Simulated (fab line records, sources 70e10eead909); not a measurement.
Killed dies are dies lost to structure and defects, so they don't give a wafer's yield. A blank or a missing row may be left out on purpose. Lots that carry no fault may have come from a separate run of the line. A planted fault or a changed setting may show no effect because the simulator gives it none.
fab line records	flow nand-harc	part 2 of 2: steps 19 to 33 of 33
[record] lots = 5	wafers = 15	last-day = 23
route steps=1159 shown A_CONTACT@902
lots untouched by any fault: they come from a run of this same line in which no faults occurred
start-h: the number of hours between the record's first day and the start of the first shown wafer of the lot	wait-h: how many hours have passed since the lot's step before this one	" as in the row above	L1.1+2: several wafers, shown together as one row	- no value, or no start was given	* or withheld: withheld	< > ~ a bound
route shown NAME@n: a module of which the file shows steps, and the number in the route of the first	usual: mean/standard deviation of fault-free wafers	same: alike in all rows	chamber/n: place in a boat	sites: readings site by site	_std_site: how widely they spread, as a standard deviation	_edge_site: inner sites' mean taken away from outer sites' mean	radius-mm: for every site, how far away it sits from the centre of the wafer	mask NAME#n: copy n	behind: the most recent tool/chamber to have shaped the wafer	hold: cause of the lot's hold/its duration in hours/its outcome	device: names the non-switching transistor (n, p or np)	end of line: tests of these same wafers at the route's end	where a step has no rows: the recipe by itself	killed: not the wafer's yield, but the dies lost to structure and defects at the first sort	map: per-die view of a wafer (x killed, . not killed, _ where there is no die)
set.NAME: the setting as run; set.NAME@STEP: as run at that earlier step	model.NAME: the simulator's own value behind a step, which no gauge read
lots at selected steps of the route; one table per step, one row per wafer
services: a tool's chamber out of use, with start hour (start-h, from the record's first day; less than 0 if before it), hours out, and reason
[[steps]]
[step NHARC_A_CONTACT_ETCH_106]
[recipe] target-depth-a = 600	overetch-a = 60	time-s = 33	ion-energy-ev = 100	cf4-flow-sccm = 80	o2-flow-sccm = 20	ar-flow-sccm = 0	rf-w = 300	bias-w = 100	chemistry = CF4/O2
[usual] cf4-flow-sccm = 79.95/0.24	drypump-motor-current-A = 5.7/0.37	oes-product-au = 0.998/0.015	rf-vpp-V = 197.8/1.5	showerhead-plenum-p-Torr = 1.34/0.06	throttle-valve-pct = 13.398/0.01
lot.wafer	tool	chamber	start-h	wait-h	cf4-flow-sccm	drypump-motor-current-A	oes-product-au	rf-hours-counter-h	rf-vpp-V	showerhead-plenum-p-Torr	throttle-valve-pct
L077.3	rie-diel-12	0	392.22	0.0	80.10	5.3	0.989	1	197.5	1.38	13.408
L077.2	"	2	"	"	80.35	5.7	1.019	1	198.8	1.30	13.381
L077.5	"	1	"	"	79.83	5.5	0.998	-	197.2	1.27	13.396
L081.4	rie-diel-13	1	434.84	0.1	79.85	5.6	1.000	60	194.9	1.29	13.405
L081.1	"	3	"	"	79.78	5.0	1.032	51	195.4	1.25	13.395
L081.6	"	1	"	"	80.08	5.6	1.006	-	196.8	1.29	13.395
L085.4	rie-diel-12	1	436.55	0.1	79.90	5.5	0.984	8	196.8	1.27	13.417
L085.3	"	2	"	"	80.15	5.7	1.006	8	196.5	1.30	13.403
L085.5	"	0	"	"	80.06	5.3	1.000	-	198.8	1.37	13.377
L086.2	rie-diel-10	1	464.03	0.1	80.00	6.3	1.018	42	198.6	1.44	13.401
L086.4	"	0	"	"	79.97	6.3	1.006	41	199.7	1.40	13.394
L086.5	"	2	"	"	79.90	5.6	1.006	-	195.3	1.28	13.403
L091.3	rie-diel-13	0	481.31	0.1	80.00	5.2	1.009	7	200.0	1.43	13.396
L091.4	"	2	"	"	80.28	5.4	0.997	8	198.2	1.38	13.396
L091.5	"	0	"	"	79.98	5.2	0.998	-	200.4	1.43	13.403
[step NHARC_A_CONTACT_STRIP_82]
[recipe] o2-flow-sccm = 500	ar-flow-sccm = 0	bias-w = 0	chemistry = O2
[usual] drypump-motor-current-A = 5.7/0.38	oes-product-au = 0.999/0.014	rf-vpp-V = 57.7/0.89	showerhead-plenum-p-Torr = 3.54/0.15	throttle-valve-pct = 17.034/0.0086
lot.wafer	tool	chamber	start-h	wait-h	drypump-motor-current-A	oes-product-au	rf-hours-counter-h	rf-vpp-V	showerhead-plenum-p-Torr	throttle-valve-pct
L077.2	rie-diel-12	1	-	-	5.5	0.982	1	57.8	3.36	17.038
L077.3	"	2	"	"	5.8	1.023	1	58.1	3.43	17.031
L077.5	"	3	"	"	6.0	0.974	-	57.8	3.59	17.041
L081.1	rie-diel-13	1	-	-	5.6	1.005	60	57.2	3.41	17.036
L081.4	"	2	"	"	5.4	1.010	55	58.0	3.65	17.025
L081.6	"	3	"	"	5.0	1.030	-	57.7	3.31	17.028
L085.3	rie-diel-12	1	-	-	5.5	0.985	8	57.9	3.35	17.037
L085.4	"	3	"	"	6.0	0.979	9	57.2	3.59	17.034
L085.5	"	0	"	"	5.3	1.001	-	59.6	3.63	17.041
L086.2	rie-diel-10	0	-	-	6.3	0.992	41	58.1	3.69	17.034
L086.4	"	1	"	"	6.3	1.012	42	57.8	3.78	17.027
L086.5	"	3	"	"	6.0	1.013	-	57.9	3.58	17.031
L091.3	rie-diel-13	2	-	-	5.5	0.990	8	58.7	3.65	17.016
L091.4	"	0	"	"	5.3	1.014	7	59.1	3.77	17.039
L091.5	"	1	"	"	5.6	0.999	-	55.6	3.40	17.030
[step NHARC_A_CONTACT_STRIP_83]
[recipe] time-s = 600	temp-c = 30	chemistry = post-etch-residue-remover
lot.wafer	tool	chamber	start-h	wait-h
L077.5+2+3	wet-bench-03	0,3,4	392.61	-
L081.4+6+1	wet-bench-01	0,1,2	435.42	-
L085.4+5+3	wet-bench-03	5,0,1	436.93	-
L086.2+5+4	wet-bench-03	3,4,5	464.42	-
L091.3+5+4	wet-bench-02	3,7,0	481.69	-
[step NHARC_A_CONTACT_DEP_84]
[recipe] target-thk-a = 20000	temp-c = 400	material = aC
[usual] throttle-valve-pct = 35.000/0.0091
lot.wafer	tool	chamber	start-h	wait-h	throttle-valve-pct
L077.2	acl-dep-02	0	394.60	-	35.002
L077.3	"	0	"	"	35.016
L077.5	"	0	"	"	34.997
L081.1	acl-dep-02	0	435.68	-	34.993
L081.4	"	0	"	"	34.984
L081.6	"	0	"	"	35.006
L085.3	acl-dep-03	0	437.60	-	34.989
L085.4	"	0	"	"	35.004
L085.5	"	0	"	"	35.013
L086.2	acl-dep-03	0	464.89	-	34.999
L086.4	"	0	"	"	35.012
L086.5	"	0	"	"	35.008
L091.3	acl-dep-02	0	486.53	-	35.024
L091.4	"	0	"	"	35.015
L091.5	"	0	"	"	35.010
[step NHARC_A_CONTACT_DEP_85]
[recipe] target-thk-a = 500	target-thk-nm = 50	temp-c = 400	pressure-torr = 3.5	flow-sccm = 200	rf-w = 350	material = SiON
[usual] heater-power-w = 807/120
lot.wafer	tool	chamber	start-h	wait-h	heater-power-w
L077.2	pecvd-02	2	395.67	0.9	760
L077.3	"	1	"	"	865
L077.5	"	2	"	"	764
L081.1	pecvd-01	0	436.94	1.1	1017
L081.6	"	0	"	"	1020
L081.4	"	1	"	"	592
L085.3	pecvd-02	2	438.45	0.6	778
L085.5	"	0	"	"	965
L085.4	"	1	"	"	836
L086.2	pecvd-04	2	466.04	0.9	657
L086.4	"	0	"	"	708
L086.5	"	2	"	"	661
L091.3	pecvd-01	2	487.45	0.7	785
L091.4	"	2	"	"	788
L091.5	"	0	"	"	1023
[step NHARC_A_CONTACT_DEHYDRATE_00]
[recipe] temp-c = 150	time-s = 120
lot.wafer	tool	chamber	start-h	wait-h
L077.2+3+5	litho-track-01	0	395.94	0.2
L081.1+4+6	litho-track-01	0	437.21	0.2
L085.3+4+5	litho-track-06	0	438.72	0.2
L086.2+4+5	litho-track-06	0	466.25	0.2
L091.3+4+5	litho-track-04	0	487.72	0.2
[step NHARC_A_CONTACT_HMDS_01]
[recipe] time-s = 30
lot.wafer	tool	chamber	start-h	wait-h
L077.2+3+5	litho-track-01	0	-	-
L081.1+4+6	litho-track-01	0	-	-
L085.3+4+5	litho-track-06	0	-	-
L086.2+4+5	litho-track-06	0	-	-
L091.3+4+5	litho-track-04	0	-	-
[step NHARC_A_CONTACT_COAT_86]
[recipe] temp-c = 260	time-s = 75
lot.wafer	tool	chamber	start-h	wait-h
L077.2+3+5	litho-track-01	0	-	-
L081.1+4+6	litho-track-01	0	-	-
L085.3+4+5	litho-track-06	0	-	-
L086.2+4+5	litho-track-06	0	-	-
L091.3+4+5	litho-track-04	0	-	-
[step NHARC_A_CONTACT_COAT_87]
[recipe] temp-c = 225	time-s = 65
lot.wafer	tool	chamber	start-h	wait-h
L077.2+3+5	litho-track-01	0	-	-
L081.1+4+6	litho-track-01	0	-	-
L085.3+4+5	litho-track-06	0	-	-
L086.2+4+5	litho-track-06	0	-	-
L091.3+4+5	litho-track-04	0	-	-
[step NHARC_A_CONTACT_COAT_02]
[recipe] spin-rpm = 1500	resist-thk-nm = 90
lot.wafer	tool	chamber	start-h	wait-h
L077.2+3+5	litho-track-01	0	-	-
L081.1+4+6	litho-track-01	0	-	-
L085.3+4+5	litho-track-06	0	-	-
L086.2+4+5	litho-track-06	0	-	-
L091.3+4+5	litho-track-04	0	-	-
[step NHARC_A_CONTACT_SOFTBAKE_03]
[recipe] temp-c = 105	time-s = 55
lot.wafer	tool	chamber	start-h	wait-h
L077.2+3+5	litho-track-01	0	-	-
L081.1+4+6	litho-track-01	0	-	-
L085.3+4+5	litho-track-06	0	-	-
L086.2+4+5	litho-track-06	0	-	-
L091.3+4+5	litho-track-04	0	-	-
[step NHARC_A_CONTACT_EBR_04]
lot.wafer	tool	chamber	start-h	wait-h
L077.2+3+5	litho-track-01	0	-	-
L081.1+4+6	litho-track-01	0	-	-
L085.3+4+5	litho-track-06	0	-	-
L086.2+4+5	litho-track-06	0	-	-
L091.3+4+5	litho-track-04	0	-	-
[step NHARC_A_CONTACT_EXPOSE_05]
[recipe] na = 1.35	sigma-outer = 0.8	dose-mj = 84.24	mask-id = A_CC
[usual] exposure-dose-mJ-cm2 = 84.17/0.091
lot.wafer	tool	chamber	start-h	wait-h	mask	exposure-dose-mJ-cm2
L077.2	arfi-scanner-01	0	396.26	-	A_CC#0	84.11
L077.3	"	0	"	"	A_CC#0	84.06
L077.5	"	0	"	"	A_CC#0	84.22
L081.1	arfi-scanner-01	0	437.51	-	A_CC#0	84.33
L081.4	"	0	"	"	A_CC#0	84.28
L081.6	"	0	"	"	A_CC#0	84.24
L085.3	arfi-scanner-01	0	438.91	-	A_CC#0	84.18
L085.4	"	0	"	"	A_CC#0	84.25
L085.5	"	0	"	"	A_CC#0	84.08
L086.2	arfi-scanner-03	0	466.44	-	A_CC#0	84.13
L086.4	"	0	"	"	A_CC#0	84.14
L086.5	"	0	"	"	A_CC#0	84.34
L091.3	arfi-scanner-03	0	488.03	-	A_CC#0	84.14
L091.4	"	0	"	"	A_CC#0	84.20
L091.5	"	0	"	"	A_CC#0	84.16
[step NHARC_A_CONTACT_PEB_06]
[recipe] peb-temp-c = 100	peb-time-s = 65
lot.wafer	tool	chamber	start-h	wait-h
L077.2+3+5	litho-track-04	0	396.32	0.1
L081.1+4+6	litho-track-04	0	437.57	0.1
L085.3+4+5	litho-track-04	0	438.96	0.0
L086.2+4+5	litho-track-06	0	466.50	0.1
L091.3+4+5	litho-track-01	0	488.09	0.0
[step NHARC_A_CONTACT_DEVELOP_07]
[recipe] develop-time-s = 35	dev-temp-c = 23
lot.wafer	tool	chamber	start-h	wait-h
L077.2+3+5	litho-track-04	0	-	-
L081.1+4+6	litho-track-04	0	-	-
L085.3+4+5	litho-track-04	0	-	-
L086.2+4+5	litho-track-06	0	-	-
L091.3+4+5	litho-track-01	0	-	-
[[services]]
tool	chamber	start-h	hours	kind
arfi-scanner-01	-	368.00	4.0	pm
rie-diel-10	3	373.61	6.9	repair
wet-bench-03	-	374.92	4.2	repair
pecvd-04	-	376.00	13.0	pm
rie-diel-12	-	379.40	9.0	pm
rie-diel-12	0	379.40	9.0	vent-cycle
arfi-scanner-01	-	380.73	1.1	repair
wet-bench-01	-	389.60	8.0	pm
acl-dep-03	-	406.43	13.0	pm
rie-diel-13	2	413.52	13.1	repair
pecvd-01	-	418.31	13.0	pm
rie-diel-13	3	421.53	9.9	repair
arfi-scanner-03	-	423.22	0.3	repair
litho-track-01	-	443.00	7.0	pm
pecvd-01	2	448.75	27.5	repair
rie-diel-13	-	453.15	9.0	pm
pecvd-01	-	465.07	0.5	repair
litho-track-06	-	467.00	7.0	pm
acl-dep-02	-	470.06	3.4	repair
pecvd-01	1	472.46	1.8	repair
arfi-scanner-01	-	473.00	0.4	repair
rie-diel-10	-	483.08	4.7	repair
arfi-scanner-03	-	484.02	4.0	pm
pecvd-02	-	485.88	0.7	repair
